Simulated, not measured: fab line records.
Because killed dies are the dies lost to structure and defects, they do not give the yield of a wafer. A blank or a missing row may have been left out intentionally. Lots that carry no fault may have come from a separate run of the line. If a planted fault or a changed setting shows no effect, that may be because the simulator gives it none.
Struck lot and sound lot, side by side | flow nandHarc | 41 out of 1302 route steps
Sound: wafers L548.1, L548.3, L548.6. Wafers struck: L559.2, L559.5, L559.6. Last of all comes the cause.
At each step with rows: each side's tool, then ch and its chambers, then its first start. Under that, the readings that differ: sound wafers | struck wafers | difference of the means | sigmas: that difference in standard deviations of wafers without a fault.
alike: readings whose means differ by less than 2 such deviations, and words and numbers that are the same on both sides. not compared: withheld readings, readings that some wafer has no value for, bounds like >300 that may hide the same value, and numbers for which the record gives no deviation and whose values overlap.
Wherever a step has rows on one side only, a row that says differs or no value, or a row with sigmas, the two part there. Non-overlapping numbers with no deviation appear without sigmas and do not part them. A reading that every wafer of one side lacks parts them only if that side has two wafers or more.

first, 1 step without rows for these wafers: NHARC_THIN_TSV_HARDBAKE_13 (time 80 s).
NHARC_THIN_TSV_DESCUM_14: chemistry O2, time 3 s.
  sound on rieDiel-02 ch 0,1,2, day 24 05:07; struck on rieDiel-02 ch 0,1,3, day 29 19:44
  alike: drypumpMotorCurrentA, oesProductAu, rfVppV, showerheadPlenumPTorr, throttleValvePct
  not compared: rfHoursCounterH
then, 2 steps without rows for these wafers: NHARC_THIN_TSV_ETCH_44 (etches the open film in CF4/O2, target depth 1594.2 nm, time 797.1 s); NHARC_THIN_TSV_ETCH_15 (target depth 3000 nm, bosch target overetch cycles 2, bosch etch step 2.8 s).
NHARC_THIN_TSV_CD_MEAS_16:
  struck on cdSem-02, day 29 20:31; sound on cdSem-01, day 24 05:55
  alike: cdNm
then, 2 steps without rows for these wafers: NHARC_THIN_TSV_STRIP_45 (strips in O2); NHARC_THIN_TSV_STRIP_46 (strips in post etch residue remover, time 1200 s).
NHARC_THIN_TSV_DEP_47: deposits SiO2, target thk 200 nm.
  sound on pecvd-01 ch 1,2, day 24 07:00; struck on pecvd-04 ch 1,2, day 29 21:29
  alike: chamberPressureTorr, throttleValvePct
then, 3 steps without rows for these wafers: NHARC_THIN_TSV_ETCHBACK_48 (etches the open film in C4F8/Ar, target depth 1028.5 nm, time 405.17 s); NHARC_THIN_TSV_STRIP_62 (strips in N2/H2, time 20 s); NHARC_THIN_TSV_DEGAS_49 (time 120 s).
NHARC_THIN_TSV_PRE_CLEAN_50: time 30 s.
  sound on pvdSputter-01; struck on pvdSputter-02
  alike: heaterPowerW
NHARC_THIN_TSV_PVD_19: deposits TaN, target thk 20 nm.
  struck on pvdSputter-02, day 29 22:28; sound on pvdSputter-01, day 24 08:05
  alike: throttleValvePct
NHARC_THIN_TSV_PVD_51: deposits Cu, target thk 100 nm.
  sound on pvdSputter-01; struck on pvdSputter-02
  alike: throttleValvePct
then, 16 steps without rows for these wafers: NHARC_THIN_TSV_ECD_20 (material Cu, target thk 2000 nm); NHARC_THIN_TSV_ANNEAL_52 (time 90 s); NHARC_THIN_TSV_CMP_21 (polishes, t overpolish 30 s, target thk 2000 nm); NHARC_THIN_TSV_SRD_23; NHARC_THIN_TSV_DEGAS_53 (time 60 s); NHARC_THIN_TSV_PRE_CLEAN_54 (time 30 s); NHARC_THIN_TSV_PVD_55 (deposits TiN, target thk 50 nm); NHARC_THIN_TSV_PVD_24 (deposits Al, target thk 800 nm); NHARC_THIN_TSV_DEHYDRATE_25 (time 120 s); NHARC_THIN_TSV_HMDS_26 (time 30 s); NHARC_THIN_TSV_COAT_27; NHARC_THIN_TSV_SOFTBAKE_28 (time 95 s); NHARC_THIN_TSV_EBR_29; NHARC_THIN_TSV_EXPOSE_30 (exposes mask PAD); NHARC_THIN_TSV_PEB_31 (peb time 85 s); NHARC_THIN_TSV_DEVELOP_32 (time 70 s).
NHARC_THIN_TSV_CD_MEAS_33: target cd 5000 nm.
  sound on cdSem-03 ch 0, day 24 10:57; struck on cdSem-01 ch 0, day 30 01:21
  alike: cdNm
then, 3 steps without rows for these wafers: NHARC_THIN_TSV_HARDBAKE_34 (time 80 s); NHARC_THIN_TSV_DESCUM_35 (chemistry O2, time 3 s); NHARC_THIN_TSV_ETCH_59 (etches the open film in Cl2/BCl3, target depth 880 nm, time 138.1 s).
NHARC_THIN_TSV_ETCH_36: etches the open film in Cl2/BCl3, target depth 65 nm, time 18.571 s.
  sound on rieMetal-03 ch 0,1, day 24 11:30; struck on rieMetal-01 ch 0,1, day 30 01:55
  alike: drypumpMotorCurrentA, oesProductAu
  not compared: rfHoursCounterH
then, 2 steps without rows for these wafers: NHARC_THIN_TSV_STRIP_56 (strips in O2); NHARC_THIN_TSV_STRIP_57 (strips in post etch residue remover, time 1200 s).
NHARC_THIN_TSV_CD_MEAS_37:
  struck on cdSem-02, day 30 02:48; sound on cdSem-01, day 24 12:23
  alike: cdNm
then, 1 step without rows for these wafers: NHARC_THIN_TSV_ANNEAL_58 (time 1800 s).
NHARC_END_WLT_00:
  struck on prober-01, day 30 15:50; sound on prober-01, day 24 15:48
reading | sound | struck                                                                  | difference                   | sigmas
hold    | - - - | awaitDispo/5.2h/release awaitDispo/5.2h/release awaitDispo/5.2h/release | no value on the sound wafers | 
  alike: VT_DECK1_BOTTOM, VT_DECK1_BOTTOM_INNER, VT_DECK1_MEDIAN_NEAR_BOTTOM, VT_DECK1_MEDIAN_NEAR_BOTTOM_INNER, VT_DECK1_MIDDLE, VT_DECK1_MIDDLE_INNER, VT_DECK1_TOP, VT_DECK1_TOP_INNER, VT_DECK2_BOTTOM, VT_DECK2_BOTTOM_INNER, VT_DECK2_MEDIAN_NEAR_BOTTOM, VT_DECK2_MEDIAN_NEAR_BOTTOM_INNER, VT_DECK2_MIDDLE, VT_DECK2_MIDDLE_INNER, VT_DECK2_TOP, VT_DECK2_TOP_INNER
NHARC_END_SORT_01:
  sound on prober-01 ch 0, day 24 18:49; struck on prober-02 ch 0, day 30 19:12
reading                | sound          | struck                                                                  | difference                   | sigmas
hold                   | - - -          | awaitDispo/5.7h/release awaitDispo/5.7h/release awaitDispo/5.7h/release | no value on the sound wafers | 
defectLimitedYield (%) | 95.0 92.8 92.9 | 81.1 82.9 82.3                                                          | -11.5                        | -5
killedAtOther          | 0 1 1          | 55 50 89                                                                | +64                          | +46
killedDies             | 34 49 48       | 128 116 120                                                             | +78                          | +5
  alike: killedAtArray, killedAtPeriphery, killedOpen, killedShort

== WHERE THEY PART ==
At NHARC_END_WLT_00 first; at NHARC_END_SORT_01 last (within this record only).

WHY: what the simulator had put in
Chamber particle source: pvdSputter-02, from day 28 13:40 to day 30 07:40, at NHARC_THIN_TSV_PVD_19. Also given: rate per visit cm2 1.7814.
